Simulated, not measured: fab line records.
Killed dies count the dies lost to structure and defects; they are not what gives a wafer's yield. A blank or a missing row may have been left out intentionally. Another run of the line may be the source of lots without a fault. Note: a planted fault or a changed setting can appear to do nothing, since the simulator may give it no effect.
fab line records ; flow n5Finfet
[record] lots = 11; wafers = 32; lastDay = 18
route steps=1938 shown BEOL_M4@1111 MIM_TOP@1837 PASSIVATION@1905
lots with no fault: from the same line, run without faults
startH: start of the lot's first displayed wafer, in hours after the record's first day ; waitH: time in hours since the lot's previous step ; " as in the row above ; L1.1+2: several wafers, shown together as one row ; - no value, or no start was given ; * or withheld: withheld ; < > ~ a bound
route shown NAME@n: names a module that has steps shown in the file, with the first one's number in the route ; usual: average and standard deviation across the fault-free wafers ; same: alike in all rows ; chamber/n: place in a boat ; sites: readings site by site ; _std_site: the values' standard deviation ; _edge_site: outer sites' mean less inner sites' ; radiusMm: for every site, how far away it sits from the centre of the wafer ; mask NAME#n: copy n ; behind: the last tool/chamber to shape the wafer ; hold: why the lot went on hold/how many hours it stayed there/how the hold came to an end ; device: transistor that didn't switch, given as n, p or np ; end of line: tests of these same wafers at the route's end ; a step without rows: its recipe alone ; killed: at the first sort, the dies lost to defects and structure; wafer yield is something else ; map: the dies of a wafer, with x for killed, . for not killed, _ for no die there
set.NAME: setting as actually run; set.NAME@STEP: the setting as run at that earlier step ; model.NAME: the simulator's own value behind a step, which no gauge read
steps of the route over a sample of lots; a table a step, a row a wafer
services: a tool's chamber out of use, with start hour (startH, from the record's first day; less than 0 if before it), hours out, and reason
[[steps]]
[step N5_BEOL_M4_RC_MEAS_101]
[usual] DIBL_N = 36.5/1.4; DIBL_P = 36.6/1.9; IOFF_N = 0.167/0.029; IOFF_P = 0.21/0.033; ION_N = 674/12; ION_P = 460/8.9; SS_N = 71.6/0.57; SS_P = 73.4/0.61; VT_N = 249/3.3; VT_P = -250/3.3
lot.wafer;tool;chamber;startH;waitH;DIBL_N[mV/V];DIBL_P[mV/V];IOFF_N[nA/um];IOFF_P[nA/um];ION_N[uA/um];ION_P[uA/um];SS_N[mV/dec];SS_P[mV/dec];VT_N[mV];VT_P[mV]
L824.2;prober-01;0;178.16;0.2;33.5;31.3;0.126;0.18;677;470;70.3;72.9;250;-249
L824.5;prober-01;0;178.16;0.2;36.6;35.8;0.180;0.25;694;480;71.8;73.1;245;-247
L824.6;prober-01;0;178.16;0.2;33.2;31.9;0.119;0.18;671;460;70.9;72.5;252;-250
L826.1;prober-02;0;178.37;0.0;36.0;36.0;0.160;0.20;664;454;71.5;73.9;250;-252
L826.3;prober-02;0;178.37;0.0;34.5;33.9;0.134;0.18;657;450;71.3;73.7;252;-256
L826.5;prober-02;0;178.37;0.0;38.5;39.2;0.214;0.26;674;459;72.6;74.7;244;-247
L830.3;prober-01;0;204.07;0.3;37.1;38.5;0.212;0.25;682;468;72.3;73.9;246;-248
L830.4;prober-01;0;204.07;0.3;35.5;35.8;0.180;0.21;694;470;72.4;72.8;246;-249
L830.6;prober-01;0;204.07;0.3;35.7;36.4;0.170;0.21;678;462;72.6;73.1;248;-249
L832.2;prober-02;0;210.35;0.2;36.2;35.3;0.164;0.18;669;453;72.0;72.7;249;-253
L832.3;prober-02;0;210.35;0.2;35.3;35.3;0.157;0.18;678;457;71.5;73.0;248;-253
L832.6;prober-02;0;210.35;0.2;37.7;38.0;0.191;0.23;679;467;72.2;74.1;245;-249
L833.2;prober-01;0;214.88;0.2;35.4;34.6;0.153;0.18;678;460;71.9;72.6;250;-254
L833.5;prober-01;0;214.88;0.2;37.5;37.5;0.210;0.21;689;465;71.5;73.6;245;-251
L833.6;prober-01;0;214.88;0.2;36.1;35.6;0.158;0.18;671;453;71.5;72.5;249;-253
L834.1;prober-02;0;226.25;0.0;37.5;40.1;0.170;0.22;682;463;71.9;73.5;251;-251
L834.3;prober-02;0;226.25;0.0;35.7;38.1;0.151;0.20;666;461;72.4;73.6;250;-252
L834.5;prober-02;0;226.25;0.0;35.2;36.2;0.130;0.16;657;447;71.7;73.6;251;-257
L836.2;prober-02;0;242.24;0.2;38.6;40.1;0.216;0.23;691;465;72.2;74.6;244;-252
L836.4;prober-02;0;242.24;0.2;37.4;36.5;0.170;0.17;667;449;72.1;73.5;249;-255
L837.1;prober-02;0;261.62;0.4;36.3;35.4;0.172;0.21;667;456;71.7;74.1;248;-250
L837.4;prober-02;0;261.62;0.4;36.7;35.9;0.179;0.22;674;460;71.3;74.2;249;-250
L837.5;prober-02;0;261.62;0.4;35.4;33.3;0.136;0.17;656;450;71.5;72.9;255;-254
L838.2;prober-02;0;263.80;0.2;38.3;39.6;0.211;0.29;697;479;71.4;73.7;248;-245
L838.5;prober-02;0;263.80;0.2;39.2;40.3;0.215;0.29;685;469;72.0;74.0;246;-244
L838.6;prober-02;0;263.80;0.2;35.4;35.6;0.146;0.21;673;468;71.3;72.5;249;-250
L846.3;prober-01;0;304.14;0.3;36.3;35.9;0.147;0.21;659;459;71.3;72.9;253;-249
L846.4;prober-01;0;304.14;0.3;38.2;37.1;0.161;0.23;665;457;71.4;73.6;250;-250
L846.6;prober-01;0;304.14;0.3;37.6;37.4;0.169;0.24;668;464;72.0;73.7;246;-249
L847.2;prober-01;0;308.71;0.2;35.2;34.8;0.133;0.19;649;452;72.1;72.1;252;-252
L847.3;prober-01;0;308.71;0.2;35.4;35.0;0.141;0.20;670;462;71.4;72.8;250;-251
L847.5;prober-01;0;308.71;0.2;36.6;36.5;0.165;0.21;663;447;72.4;71.9;249;-251
[step N5_MIM_TOP_DEGAS_04]
[recipe] ambient = vacuum; tempC = 300; timeS = 60
[usual] heaterPowerW = 487/25
lot.wafer;tool;chamber;startH;waitH;heaterPowerW
L824.2;pvdSputter-01;-;263.99;-;537
L824.5;pvdSputter-01;-;263.99;-;459
L824.6;pvdSputter-01;-;263.99;-;531
L826.1;pvdSputter-03;-;265.03;-;474
L826.3;pvdSputter-03;-;265.03;-;450
L826.5;pvdSputter-03;-;265.03;-;481
L830.3;pvdSputter-01;-;286.20;-;472
L830.4;pvdSputter-01;-;286.20;-;539
L830.6;pvdSputter-01;-;286.20;-;472
L832.2;pvdSputter-02;-;297.87;-;503
L832.3;pvdSputter-02;-;297.87;-;498
L832.6;pvdSputter-02;-;297.87;-;482
L833.2;pvdSputter-01;-;302.99;-;460
L833.5;pvdSputter-01;-;302.99;-;524
L833.6;pvdSputter-01;-;302.99;-;467
L834.1;pvdSputter-03;-;316.47;-;524
L834.3;pvdSputter-03;-;316.47;-;493
L834.5;pvdSputter-03;-;316.47;-;452
L836.2;pvdSputter-02;-;330.87;-;496
L836.4;pvdSputter-02;-;330.87;-;471
L837.1;pvdSputter-01;-;349.08;-;461
L837.4;pvdSputter-01;-;349.08;-;482
L837.5;pvdSputter-01;-;349.08;-;477
L838.2;pvdSputter-02;-;354.65;-;489
L838.5;pvdSputter-02;-;354.65;-;506
L838.6;pvdSputter-02;-;354.65;-;506
L846.3;pvdSputter-02;-;393.26;-;511
L846.4;pvdSputter-02;-;393.26;-;489
L846.6;pvdSputter-02;-;393.26;-;486
L847.2;pvdSputter-03;-;415.27;-;539
L847.3;pvdSputter-03;-;415.27;-;477
L847.5;pvdSputter-03;-;415.27;-;459
[step N5_PASSIVATION_CD_MEAS_30]
[recipe] targetCdNm = 4000; landingEnergyEv = 500; detector = seInlens; polarity = opening
[usual] cdNm = 3999.8/2.1
lot.wafer;tool;chamber;startH;waitH;cdNm
L824.2;cdSem-02;0;268.92;-;4002.3
L824.5;cdSem-02;0;268.92;-;4001.7
L824.6;cdSem-02;0;268.92;-;3998.0
L826.1;cdSem-03;0;269.56;-;3998.7
L826.3;cdSem-03;0;269.56;-;3998.0
L826.5;cdSem-03;0;269.56;-;3996.7
L830.3;cdSem-01;0;292.39;-;3995.9
L830.4;cdSem-01;0;292.39;-;3998.9
L830.6;cdSem-01;0;292.39;-;3999.3
L832.2;cdSem-02;0;303.68;-;4003.4
L832.3;cdSem-02;0;303.68;-;4001.0
L832.6;cdSem-02;0;303.68;-;4002.8
L833.2;cdSem-02;0;308.56;-;4000.3
L833.5;cdSem-02;0;308.56;-;4000.0
L833.6;cdSem-02;0;308.56;-;4002.7
L834.1;cdSem-03;0;321.30;-;3997.1
L834.3;cdSem-03;0;321.30;-;3997.7
L834.5;cdSem-03;0;321.30;-;4001.3
L836.2;cdSem-03;0;338.77;-;4000.3
L836.4;cdSem-03;0;338.77;-;3998.6
L837.1;cdSem-03;0;355.65;-;3995.7
L837.4;cdSem-03;0;355.65;-;3998.9
L837.5;cdSem-03;0;355.65;-;3998.3
L838.2;cdSem-03;0;361.43;-;3996.9
L838.5;cdSem-03;0;361.43;-;3998.3
L838.6;cdSem-03;0;361.43;-;3997.1
L846.3;cdSem-02;0;398.99;-;4001.8
L846.4;cdSem-02;0;398.99;-;3998.1
L846.6;cdSem-02;0;398.99;-;4001.0
L847.2;cdSem-02;0;420.33;-;4000.2
L847.3;cdSem-02;0;420.33;-;4002.3
L847.5;cdSem-02;0;420.33;-;4002.4
[step N5_PASSIVATION_PECVD_35]
[recipe] material = SiNx; targetThkA = 7000; tempC = 400; precursor = SiH4/NH3/N2; pressureTorr = 4.9; rfW = 1406; timeS = 151.3
[usual] heaterPowerW = 326/58; runLengthS = 195.3/0.63; showerheadPlenumPTorr = 8.69/0.12; throttleValvePct = 28.9/0.85
lot.wafer;tool;chamber;startH;waitH;heaterPowerW;runLengthS;showerheadPlenumPTorr;throttleValvePct
L824.2;pecvd-04;0;270.22;0.1;345;195.2;8.54;28.1
L824.5;pecvd-04;2;270.22;0.1;237;194.9;8.75;30.1
L824.6;pecvd-04;0;270.22;0.1;370;195.0;8.54;28.1
L826.1;pecvd-04;2;271.80;0.1;255;194.9;8.77;29.9
L826.3;pecvd-04;1;271.80;0.1;301;194.3;8.57;29.8
L826.5;pecvd-04;2;271.80;0.1;305;194.9;8.75;29.8
L830.3;pecvd-03;2;293.69;0.1;381;194.8;8.80;28.8
L830.4;pecvd-03;0;293.69;0.1;219;196.2;8.91;28.2
L830.6;pecvd-03;2;293.69;0.1;400;194.9;8.80;28.5
L832.2;pecvd-04;1;305.00;0.1;305;194.3;8.57;29.7
L832.3;pecvd-04;2;305.00;0.1;382;194.7;8.76;30.0
L832.6;pecvd-04;1;305.00;0.1;337;194.3;8.59;30.0
L833.2;pecvd-03;0;309.90;0.1;248;196.7;8.87;28.4
L833.5;pecvd-03;1;309.90;0.1;421;196.0;8.71;30.0
L833.6;pecvd-03;2;309.90;0.1;349;195.2;8.78;28.9
L834.1;pecvd-02;1;322.61;0.1;306;195.1;8.54;29.1
L834.3;pecvd-02;2;322.61;0.1;354;196.4;8.71;27.8
L834.5;pecvd-02;0;322.61;0.1;271;195.3;8.66;28.2
L836.2;pecvd-02;0;340.07;0.1;295;195.4;8.67;28.2
L836.4;pecvd-02;1;340.07;0.1;226;195.8;8.55;28.8
L837.1;pecvd-02;1;356.95;0.1;321;223.9;8.55;29.0
L837.4;pecvd-02;1;356.95;0.1;346;223.9;8.54;29.0
L837.5;pecvd-02;0;356.95;0.1;264;195.2;8.66;28.0
L838.2;pecvd-02;0;362.75;0.1;288;195.2;8.68;28.1
L838.5;pecvd-02;0;362.75;0.1;305;195.4;8.65;28.0
L838.6;pecvd-02;1;362.75;0.1;356;223.9;8.54;29.0
L846.3;pecvd-03;2;400.29;0.1;352;194.6;8.80;29.0
L846.4;pecvd-03;1;400.29;0.1;389;195.5;8.71;30.0
L846.6;pecvd-03;2;400.29;0.1;376;195.7;8.79;29.0
L847.2;pecvd-03;1;421.65;0.1;292;195.5;8.72;30.2
L847.3;pecvd-03;0;421.65;0.1;373;195.7;8.84;28.2
L847.5;pecvd-03;2;421.65;0.1;283;195.3;8.81;29.1
[step N5_PASSIVATION_INSPECT_67]
[recipe] mode = adi; inspectInstrument = macro
[usual] rawDefectCount = 1.8/1.5
lot.wafer;tool;chamber;startH;waitH;rawDefectCount
L824.2;defectInspect-01;-;270.71;0.0;1
L824.5;defectInspect-01;-;270.71;0.0;1
L824.6;defectInspect-01;-;270.71;0.0;3
L826.1;defectInspect-01;-;272.31;0.0;1
L826.3;defectInspect-01;-;272.31;0.0;4
L826.5;defectInspect-01;-;272.31;0.0;1
L830.3;defectInspect-02;-;294.30;0.0;0
L830.4;defectInspect-02;-;294.30;0.0;2
L830.6;defectInspect-02;-;294.30;0.0;1
L832.2;defectInspect-01;-;305.61;0.0;0
L832.3;defectInspect-01;-;305.61;0.0;2
L832.6;defectInspect-01;-;305.61;0.0;1
L833.2;defectInspect-01;-;310.39;0.0;1
L833.5;defectInspect-01;-;310.39;0.0;0
L833.6;defectInspect-01;-;310.39;0.0;3
L834.1;defectInspect-02;-;323.09;0.0;2
L834.3;defectInspect-02;-;323.09;0.0;4
L834.5;defectInspect-02;-;323.09;0.0;0
L836.2;defectInspect-01;-;340.69;0.0;3
L836.4;defectInspect-01;-;340.69;0.0;2
L837.1;defectInspect-01;-;357.44;0.0;4
L837.4;defectInspect-01;-;357.44;0.0;2
L837.5;defectInspect-01;-;357.44;0.0;1
L838.2;defectInspect-01;-;363.36;0.0;2
L838.5;defectInspect-01;-;363.36;0.0;3
L838.6;defectInspect-01;-;363.36;0.0;3
L846.3;defectInspect-02;-;400.78;0.0;2
L846.4;defectInspect-02;-;400.78;0.0;2
L846.6;defectInspect-02;-;400.78;0.0;0
L847.2;defectInspect-01;-;422.26;0.0;3
L847.3;defectInspect-01;-;422.26;0.0;0
L847.5;defectInspect-01;-;422.26;0.0;2
[step N5_PASSIVATION_PROBE_49]
[usual] defectLimitedYield = 91.2/1.6; killed_at_M0_to_M3 = 34/11; killed_at_M4_up = 14/5.7; killedAtContacts = 14/6.6; killedAtFrontEnd = 37/10; killedAtOther = 4/3.2; killedDies = 104/19; killedOnRim = 14/4.1; killedOpen = 69/13; killedShort = 33/8.7; sort_bin_5_function = 5.1/1; sort_bin_6_memory = 3.3/0.76; sortNPass = 1076/19; sortYieldPct = 91.2/1.6
[same] grossDies = 1180; killedAtBackSide = 0; sort_bin_4_leakage[%] = 0; sort_bin_8_speed[%] = 0
lot.wafer;tool;chamber;startH;waitH;defectLimitedYield[%];killed_at_M0_to_M3;killed_at_M4_up;killedAtContacts;killedAtFrontEnd;killedAtOther;killedDies;killedOnRim;killedOpen;killedShort;sort_bin_5_function[%];sort_bin_6_memory[%];sortNPass;sortYieldPct[%]
L833.2;prober-02;-;313.53;0.1;91.6;44;16;10;28;1;99;11;75;24;4.4;3.9;1081;91.6
L833.5;prober-02;-;313.68;0.2;92.6;37;13;13;23;1;87;11;54;33;4.4;2.4;1093;92.6
L833.6;prober-02;-;313.73;0.3;91.4;26;17;11;46;2;102;14;77;25;4.6;4.0;1078;91.4
L837.1;prober-02;-;360.52;0.0;0;28;9;9;48;1086;1180;152;66;29;96.8;2.9;0;0
L837.4;prober-02;-;360.67;0.2;0;28;21;21;52;1058;1180;152;85;44;95.1;4.6;0;0
L837.5;prober-02;-;360.72;0.2;90.5;21;21;21;42;7;112;12;76;36;6.3;3.0;1068;90.5
L838.2;prober-02;-;366.74;0.1;89.3;61;19;7;35;4;126;11;75;51;6.3;3.9;1054;89.3
L838.5;prober-02;-;366.89;0.2;88.8;52;19;14;44;3;132;15;84;48;5.9;5.1;1048;88.8
L838.6;prober-02;-;366.94;0.3;0;39;25;9;35;1072;1180;152;72;39;96.0;3.3;0;0
// killed by level:class
L833.2 BEOL_M2:geometricParticle:open=11 MOL_CONTACT_COAG:geometricParticle:open=9 BEOL_M3:geometricParticle:open=8 FIN_SAQP:geometricParticle:open=7 BEOL_M0_SAQP:geometricParticle:short=7 BEOL_M0_SAQP:geometricParticle:open=7 BEOL_M1:geometricParticle:open=6 GATE_CUT:geometricParticle:short=5
L833.5 MOL_CONTACT_COAG:geometricParticle:open=9 BEOL_M2:geometricParticle:open=9 BEOL_M3:geometricParticle:open=8 STI_FIN_REVEAL:geometricParticle:open=6 GATE_CUT:geometricParticle:short=5 BEOL_M0_SAQP:geometricParticle:open=5 MOL_CONTACT_COAG:geometricParticle:short=4 BEOL_M4:geometricParticle:short=4
L833.6 STI_FIN_REVEAL:geometricParticle:open=14 FIN_SAQP:geometricParticle:open=10 BEOL_M4:geometricParticle:open=10 MOL_CONTACT_COAG:geometricParticle:open=9 BEOL_M0_SAQP:geometricParticle:open=6 BEOL_M0_SAQP:geometricParticle:short=6 BEOL_M3:geometricParticle:open=5 DUMMY_GATE:geometricParticle:open=5
L837.1 PASSIVATION:areaPecvd=1085 STI_FIN_REVEAL:geometricParticle:open=12 FIN_SAQP:geometricParticle:short=9 MOL_CONTACT_COAG:geometricParticle:open=8 BEOL_M2:geometricParticle:open=8 STARTING-WAFER:geometricParticle:open=7 BEOL_M0_SAQP:geometricParticle:short=6 FIN_SAQP:geometricParticle:open=5
L837.4 PASSIVATION:areaPecvd=1050 STI_FIN_REVEAL:geometricParticle:open=15 MOL_CONTACT_COAG:geometricParticle:open=14 BEOL_M0_SAQP:geometricParticle:open=13 GATE_CUT:geometricParticle:short=7 MOL_CONTACT_COAG:geometricParticle:short=7 BEOL_M4:geometricParticle:open=7 GATE_CUT:geometricParticle:open=6
L837.5 MOL_CONTACT_COAG:geometricParticle:open=17 GATE_CUT:geometricParticle:short=11 STI_FIN_REVEAL:geometricParticle:open=10 BEOL_M2:geometricParticle:open=6 MOL_CONTACT_COAG:geometricParticle:short=4 GATE_CUT:geometricParticle:open=4 BEOL_M7:geometricParticle:open=4 PASS1_CAP:geometricParticle:open=4
L838.2 BEOL_M0_SAQP:geometricParticle:short=18 BEOL_M0_SAQP:geometricParticle:open=13 BEOL_M1:geometricParticle:open=11 BEOL_M1:geometricParticle:short=10 STI_FIN_REVEAL:geometricParticle:open=9 BEOL_M4:geometricParticle:open=8 MOL_CONTACT_COAG:geometricParticle:open=6 FIN_SAQP:geometricParticle:open=5
L838.5 BEOL_M4:geometricParticle:open=16 BEOL_M0_SAQP:geometricParticle:open=14 GATE_CUT:geometricParticle:open=13 BEOL_M0_SAQP:geometricParticle:short=12 MOL_CONTACT_COAG:geometricParticle:open=11 GATE_CUT:geometricParticle:short=10 BEOL_M1:geometricParticle:short=9 BEOL_M1:geometricParticle:open=6
L838.6 PASSIVATION:areaPecvd=1069 STI_FIN_REVEAL:geometricParticle:open=10 MOL_CONTACT_COAG:geometricParticle:open=9 BEOL_M0_SAQP:geometricParticle:short=7 BEOL_M3:geometricParticle:open=7 BEOL_M4:geometricParticle:open=7 BEOL_M0_SAQP:geometricParticle:open=6 BEOL_M1:geometricParticle:open=6
[[services]]
tool;chamber;startH;hours;kind
pecvd-02;1;248.81;16.5;scheduledDown
pecvd-04;-;254.23;6.0;pm
pecvd-02;-;290.07;1.3;repair
pecvd-03;0;294.01;-;calibration
pecvd-03;1;298.20;5.5;scheduledDown
pvdSputter-03;-;309.90;0.8;repair
pecvd-04;-;315.53;0.6;repair
pvdSputter-01;-;335.20;1.6;repair
pecvd-04;1;383.62;-;clean
pecvd-04;1;383.62;-;consumableReplace:showerhead
pecvd-04;1;383.62;29.0;scheduledDown
pecvd-04;1;383.62;29.0;ventCycle
pecvd-04;-;402.59;0.3;repair
pecvd-03;-;403.68;2.8;pm
[[key]]
[firstSign] step = N5_PASSIVATION_PECVD_35; reading = runLengthS; direction = up; sigmas = 45; usual = *; struck = *
[effect] step = N5_PASSIVATION_PROBE_49; reading = killedAtOther; direction = up; sigmas = 99+; usual = 4; struck = 1072
[moreKillsBornAt] N5_PASSIVATION_PECVD_35@pecvd-02 = 3204
metAt N5_PASSIVATION_PECVD_35
struckLots L837,L838
struckWafers L837.1,L837.4,L838.6
laterRowsLeftOut L837.1,L837.4,L838.6
notActingAt N5_MIM_TOP_DEGAS_04,N5_PASSIVATION_CD_MEAS_30,N5_PASSIVATION_INSPECT_67
onsetBetween 340.07 356.95
[fault] kind = processParameterDrift; tool = pecvd-02; chamber = -; onsetH = 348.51; steps = N5_PASSIVATION_PECVD_35; channel = timeS; offset = *; shape = step; endH = 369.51; scope = struckWafersOnly; actsIn = *; stated = *
// laterRowsLeftOut: the simulator's readings of these wafers behind a module that went badly wrong aren't trusted and aren't shown, but for the sort
